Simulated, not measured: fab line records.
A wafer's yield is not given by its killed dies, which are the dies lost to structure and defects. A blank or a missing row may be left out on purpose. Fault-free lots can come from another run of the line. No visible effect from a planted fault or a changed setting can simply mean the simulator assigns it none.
Matching of chambers -- flow nandHarc -- NHARC_P_M2_ETCH_28 on rieDiel-11: 4 sister chambers
The step etches the open film in CF4/N2, target depth 30 nm, time 72.99 s. 18 wafers are shown with their chamber, then 8 later ones without.

== WAFERS WITH THEIR CHAMBER ==
wafer,chamber,showerheadPlenumPTorr (Torr),drypumpMotorCurrentA (A),rfVppV (V)
L411.1,1,2.67,5.3,314.6
L411.3,2,2.54,5.8,312.2
L411.6,3,2.79,6.2,317.1
L410.2,0,2.71,5.7,315.5
L410.3,3,2.79,6.2,315.8
L410.5,3,2.79,6.2,315.8
L412.2,3,2.79,6.1,316.3
L412.3,2,2.54,5.8,312.2
L412.4,0,2.70,5.7,314.4
L413.3,0,2.70,5.6,315.5
L415.4,2,2.54,5.8,312.9
L426.1,0,2.70,5.7,315.0
L426.3,3,2.79,6.2,317.8
L426.5,1,2.67,5.3,315.4
L429.3,0,2.70,5.7,315.7
L429.4,3,2.79,6.1,316.9
L429.6,0,2.70,5.7,315.1
L428.1,0,2.70,5.6,315.2

SIGNATURES (means of the wafers above)
reading,chamber 0,chamber 1,chamber 2,chamber 3,scatter within a chamber
showerheadPlenumPTorr,2.7014,2.6700,2.5400,2.7900,0.00247
drypumpMotorCurrentA,5.671,5.300,5.800,6.167,0.0444
rfVppV,315.200,315.000,312.433,316.617,0.593
Rule: a wafer's distance from a chamber is the root of the sum, over the readings, of the square of ((its reading less the chamber's mean) divided by the reading's scatter). The wafer belongs to the nearest chamber; if the next one is less than 2 further off, it can't be placed. How the scatter is found: for the shown wafers, subtract from each reading the mean of its chamber, square and add these, divide the total by (wafers less chambers), then take the root.

== WAFERS MISSING THEIR CHAMBER ==
wafer,showerheadPlenumPTorr (Torr),drypumpMotorCurrentA (A),rfVppV (V)
L428.2,2.79,6.2,317.4
L428.6,2.54,5.7,313.9
L431.4,2.67,5.3,315.4
L431.5,2.70,5.6,315.2
L431.6,2.67,5.3,315.0
L433.1,2.79,6.2,317.1
L433.2,2.70,5.6,315.4
L433.5,2.54,5.8,312.7

== CHAMBER TAKEN BY EACH ==
wafer,from the rows above,in truth
L428.2,3,3
L428.6,2,2
L431.4,1,1
L431.5,0,0
L431.6,1,1
L433.1,3,3
L433.2,0,0
L433.5,2,2
Correct placement for 8 of the 8. From these rows, 0 cannot be placed. Wrongly placed: 0.
